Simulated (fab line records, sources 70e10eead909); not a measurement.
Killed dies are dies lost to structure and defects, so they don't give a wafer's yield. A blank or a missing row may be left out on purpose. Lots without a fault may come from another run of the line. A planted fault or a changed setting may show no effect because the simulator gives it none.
Which tool did it? | flow nand_harc | 6 lots, 18 wafers sampled, at 1 step of a route of 1159

WHAT THE GAUGES READ, wafer by wafer
NHARC_P_STI_CD_MEAS_16.
lot  | measured    | on        | cd_nm (nm)
L685 | day 2 23:04 | cd_sem-02 | 198.4 200.6 204.0
L688 | day 3 08:34 | cd_sem-03 | 201.4 202.2 205.2
L693 | day 4 16:18 | cd_sem-02 | 200.9 202.2 201.2
L697 | day 5 17:01 | cd_sem-03 | 199.3 199.5 200.7
L701 | day 6 17:41 | cd_sem-02 | 204.1 198.9 198.3
L704 | day 7 14:32 | cd_sem-02 | 202.5 198.9 198.5

WHICH TOOL RAN EACH LOT (tool, then ch and the chambers of the sampled wafers, then the start)
The record holds no process step before these readings.

THE ANSWER, worked out from the rows above alone
Rule: what is usual is taken from the lots themselves. Put in order of their means at a reading, lots are off if they are a third of the lots or fewer, leave a main group of 4 or more, and stand apart from it by a gap of 3 or more times the standard deviation of the main group's means; of several such gaps the widest counts. A main group whose means are all the same, to the digits that the tables above print for the reading, isn't used. A lot without any number at a reading at which 4 lots or more have one is off too. The other lots that the step has rows for count as sound.
No lot is off at any reading shown: from this, nothing can be told.

WHAT THE SIMULATOR HAD PUT IN
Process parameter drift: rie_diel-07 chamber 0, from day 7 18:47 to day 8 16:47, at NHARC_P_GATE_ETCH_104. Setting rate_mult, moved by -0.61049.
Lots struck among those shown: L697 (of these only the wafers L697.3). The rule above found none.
